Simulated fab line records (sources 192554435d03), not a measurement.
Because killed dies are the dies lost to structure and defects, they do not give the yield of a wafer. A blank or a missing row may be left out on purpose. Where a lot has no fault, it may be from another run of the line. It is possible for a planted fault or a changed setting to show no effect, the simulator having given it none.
Split-lot trial / flow n5-finfet / 7 lots, 21 wafers read, on a route of 1938 steps

## THE SPLIT
At N5_HKMG_FIN_ETCH_58 (etches SOC in N2/H2, target depth 215.8 nm, time 741 s), the setting source-w was moved away from the recipe's 875 W on 6 of the 21 wafers read, by -11.4% to +13.0%. This setting was run at the recipe's value on the other wafers.

The reading comes from the split's own step.

## THE READING
rf-vpp-V, in V, at N5_HKMG_FIN_ETCH_58 (etches SOC in N2/H2, target depth 215.8 nm, time 741 s). Typical for fault-free wafers on this fab line: 99.2 V, with standard deviation 0.94 V.

wafer=L076.3; tool, chamber at the split=rie-diel-04, 3; source-w as run, W=875; against the recipe=recipe; rf-vpp-V, V=99.1; against lot-mates on the recipe=-
wafer=L076.4; tool, chamber at the split=rie-diel-04, 3; source-w as run, W=875; against the recipe=recipe; rf-vpp-V, V=99.2; against lot-mates on the recipe=-
wafer=L076.5; tool, chamber at the split=rie-diel-04, 0; source-w as run, W=875; against the recipe=recipe; rf-vpp-V, V=98.6; against lot-mates on the recipe=-
wafer=L077.4; tool, chamber at the split=rie-diel-04, 1; source-w as run, W=875; against the recipe=recipe; rf-vpp-V, V=99.7; against lot-mates on the recipe=-
wafer=L077.5; tool, chamber at the split=rie-diel-04, 2; source-w as run, W=875; against the recipe=recipe; rf-vpp-V, V=99.4; against lot-mates on the recipe=-
wafer=L077.6; tool, chamber at the split=rie-diel-04, 3; source-w as run, W=875; against the recipe=recipe; rf-vpp-V, V=97.0; against lot-mates on the recipe=-
wafer=L083.1; tool, chamber at the split=rie-diel-03, 2; source-w as run, W=875; against the recipe=recipe; rf-vpp-V, V=99.3; against lot-mates on the recipe=-
wafer=L083.5; tool, chamber at the split=rie-diel-03, 2; source-w as run, W=875; against the recipe=recipe; rf-vpp-V, V=99.6; against lot-mates on the recipe=-
wafer=L083.6; tool, chamber at the split=rie-diel-03, 1; source-w as run, W=875; against the recipe=recipe; rf-vpp-V, V=99.6; against lot-mates on the recipe=-
wafer=L085.1; tool, chamber at the split=rie-diel-02, 0; source-w as run, W=875; against the recipe=recipe; rf-vpp-V, V=97.8; against lot-mates on the recipe=-
wafer=L085.2; tool, chamber at the split=rie-diel-02, 1; source-w as run, W=775.1; against the recipe=-11.4%; rf-vpp-V, V=102.9; against lot-mates on the recipe=+4.5
wafer=L085.4; tool, chamber at the split=rie-diel-02, 0; source-w as run, W=875; against the recipe=recipe; rf-vpp-V, V=99.0; against lot-mates on the recipe=-
wafer=L088.1; tool, chamber at the split=rie-diel-02, 2; source-w as run, W=875; against the recipe=recipe; rf-vpp-V, V=99.8; against lot-mates on the recipe=-
wafer=L088.2; tool, chamber at the split=rie-diel-02, 0; source-w as run, W=775; against the recipe=-11.4%; rf-vpp-V, V=103.3; against lot-mates on the recipe=+4.1
wafer=L088.3; tool, chamber at the split=rie-diel-02, 1; source-w as run, W=875; against the recipe=recipe; rf-vpp-V, V=98.6; against lot-mates on the recipe=-
wafer=L090.1; tool, chamber at the split=rie-diel-04, 0; source-w as run, W=989; against the recipe=+13.0%; rf-vpp-V, V=95.6; against lot-mates on the recipe=-3.6
wafer=L090.2; tool, chamber at the split=rie-diel-04, 1; source-w as run, W=989; against the recipe=+13.0%; rf-vpp-V, V=94.5; against lot-mates on the recipe=-4.7
wafer=L090.3; tool, chamber at the split=rie-diel-04, 3; source-w as run, W=875; against the recipe=recipe; rf-vpp-V, V=99.2; against lot-mates on the recipe=-
wafer=L092.1; tool, chamber at the split=rie-diel-03, 1; source-w as run, W=875; against the recipe=recipe; rf-vpp-V, V=98.2; against lot-mates on the recipe=-
wafer=L092.2; tool, chamber at the split=rie-diel-03, 3; source-w as run, W=791.6; against the recipe=-9.5%; rf-vpp-V, V=105.3; against lot-mates on the recipe=+7.1
wafer=L092.6; tool, chamber at the split=rie-diel-03, 3; source-w as run, W=791.6; against the recipe=-9.5%; rf-vpp-V, V=104.7; against lot-mates on the recipe=+6.5

FIT RESULTS
A straight line over all 21 wafers: rf-vpp-V changes by -0.393 V for each +1% of source-w; r = -0.92; the points scatter about the line by 1.1 V.
The same after taking each lot's own level away (the mean of its wafers on the recipe; 21 wafers): -0.423 V for each +1%; r = -0.92; scatter 1.1 V.
On that fit, the largest move of source-w shifts the reading by 5.5 V.
Across the lots, their own levels run from 98.20 to 99.50 V, a range of 1.4 times the standard deviation given above.
Hence the lot-to-lot level has little effect on the slope; both slopes agree.
Check: with one of the wafers moved furthest among these (+13.0%) left out of the fit, the line predicts -5.82 V for it against its lot-mates. It came out at -3.6 V against them.
Tool readings at the split's step, against how far the setting was moved: rf-vpp-V r = -0.92.

## ADDITIONAL SPLITS CARRIED BY THESE WAFERS
These wafers also went through other splits before the reading. Each is held against what the fit with the lots' levels taken away leaves over:
other split on the same wafers=N5_WELL_APT_PEB_06 peb-time-s; wafers away from the commonest value=6; r with rf-vpp-V (lot level and that fit taken away)=-0.31
other split on the same wafers=N5_WELL_APT_DEVELOP_07 develop-time-s; wafers away from the commonest value=5; r with rf-vpp-V (lot level and that fit taken away)=-0.35
other split on the same wafers=N5_FIN_SAQP_PECVD_47 time-s; wafers away from the commonest value=8; r with rf-vpp-V (lot level and that fit taken away)=-0.03
other split on the same wafers=N5_FIN_SAQP_EXPOSE_13 dose-mj; wafers away from the commonest value=9; r with rf-vpp-V (lot level and that fit taken away)=+0.01
other split on the same wafers=N5_SD_EPI_N_ETCH_45 target-depth-a; wafers away from the commonest value=10; r with rf-vpp-V (lot level and that fit taken away)=-0.35
other split on the same wafers=N5_SD_EPI_P_EPI_21 epi-growth-time-s; wafers away from the commonest value=7; r with rf-vpp-V (lot level and that fit taken away)=+0.18
other split on the same wafers=N5_SD_ACTIVATION_LSA_01 temp-c; wafers away from the commonest value=6; r with rf-vpp-V (lot level and that fit taken away)=-0.09
other split on the same wafers=N5_HKMG_FIN_ETCH_55 bias-w; wafers away from the commonest value=10; r with rf-vpp-V (lot level and that fit taken away)=+0.11

## THE FILE'S OWN FIT
rf-vpp-V changes by -0.416 V for each +1% of source-w, r = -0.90.
